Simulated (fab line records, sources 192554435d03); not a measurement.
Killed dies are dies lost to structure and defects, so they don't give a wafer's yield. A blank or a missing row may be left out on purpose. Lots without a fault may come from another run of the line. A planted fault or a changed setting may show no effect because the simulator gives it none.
Chamber matching | flow n5_finfet | N5_BEOL_M5_ETCH_67 on rie_diel-05: 4 sister chambers
The step etches SiARC in CF4, target depth 15.6 nm, time 26 s. 22 wafers are shown with their chamber, then 11 later ones without.

WAFERS WITH THEIR CHAMBER
wafer  | chamber | showerhead_plenum_p_Torr (Torr) | drypump_motor_current_A (A) | throttle_valve_pct (%)
L076.1 | 0       | 2.06                            | 5.1                         | 15.75
L076.4 | 2       | 2.15                            | 5.8                         | 15.42
L076.6 | 1       | 2.14                            | 5.7                         | 15.53
L081.4 | 1       | 2.14                            | 5.8                         | 15.56
L081.5 | 2       | 2.15                            | 5.8                         | 15.44
L081.6 | 3       | 2.21                            | 5.7                         | 15.80
L082.1 | 2       | 2.15                            | 5.8                         | 15.42
L082.5 | 2       | 2.15                            | 5.8                         | 15.43
L082.6 | 3       | 2.21                            | 5.7                         | 15.79
L084.1 | 0       | 2.06                            | 5.1                         | 15.80
L084.2 | 3       | 2.21                            | 5.7                         | 15.81
L084.3 | 1       | 2.14                            | 5.8                         | 15.57
L084.4 | 2       | 2.15                            | 5.8                         | 15.44
L084.5 | 2       | 2.15                            | 5.8                         | 15.43
L084.6 | 3       | 2.21                            | 5.6                         | 15.81
L086.1 | 2       | 2.14                            | 5.8                         | 15.44
L086.3 | 0       | 2.06                            | 5.1                         | 15.79
L086.5 | 0       | 2.06                            | 5.1                         | 15.79
L087.2 | 2       | 2.14                            | 5.8                         | 15.44
L087.5 | 3       | 2.21                            | 5.6                         | 15.82
L087.6 | 2       | 2.14                            | 5.8                         | 15.45
L088.1 | 3       | 2.21                            | 5.6                         | 15.83

SIGNATURES (means of the wafers above)
reading                  | chamber 0 | chamber 1 | chamber 2 | chamber 3 | scatter within a chamber
showerhead_plenum_p_Torr | 2.0600    | 2.1400    | 2.1467    | 2.2100    | 0.00333
drypump_motor_current_A  | 5.100     | 5.767     | 5.800     | 5.650     | 0.0347
throttle_valve_pct       | 15.7825   | 15.5533   | 15.4344   | 15.8100   | 0.0152
Rule: a wafer's distance from a chamber is the root of the sum, over the readings, of the square of ((its reading less the chamber's mean) divided by the reading's scatter). The wafer belongs to the nearest chamber; if the next one is less than 2 further off, it can't be placed. The scatter: the root of (the sum of the squares of (reading less its chamber's mean) over the shown wafers, divided by (wafers less chambers)).

WAFERS WITHOUT THEIR CHAMBER
wafer  | showerhead_plenum_p_Torr (Torr) | drypump_motor_current_A (A) | throttle_valve_pct (%)
L088.3 | 2.14                            | 5.8                         | 15.45
L088.5 | 2.21                            | 5.7                         | 15.83
L091.1 | 2.14                            | 5.8                         | 15.60
L091.5 | 2.14                            | 5.8                         | 15.60
L091.6 | 2.21                            | 5.7                         | 15.84
L093.2 | 2.05                            | 5.1                         | 15.83
L093.4 | 2.20                            | 5.7                         | 15.85
L093.5 | 2.13                            | 5.8                         | 15.59
L096.1 | 2.14                            | 5.8                         | 15.49
L096.5 | 2.14                            | 5.8                         | 15.49
L096.6 | 2.20                            | 5.7                         | 15.32

WHICH CHAMBER EACH WENT THROUGH
wafer  | from the rows above     | in truth
L088.3 | 2                       | 2
L088.5 | 3                       | 3
L091.1 | 1                       | 1
L091.5 | 1                       | 1
L091.6 | 3                       | 3
L093.2 | 0                       | 0
L093.4 | 3                       | 3
L093.5 | 1                       | 1
L096.1 | can't be placed: 2 or 1 | 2
L096.5 | can't be placed: 2 or 1 | 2
L096.6 | 2                       | 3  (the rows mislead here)
Placed correctly: 8 of 11. Can't be placed from these rows: 2 (the true chamber is among the candidates in 2). Placed wrongly: 1.
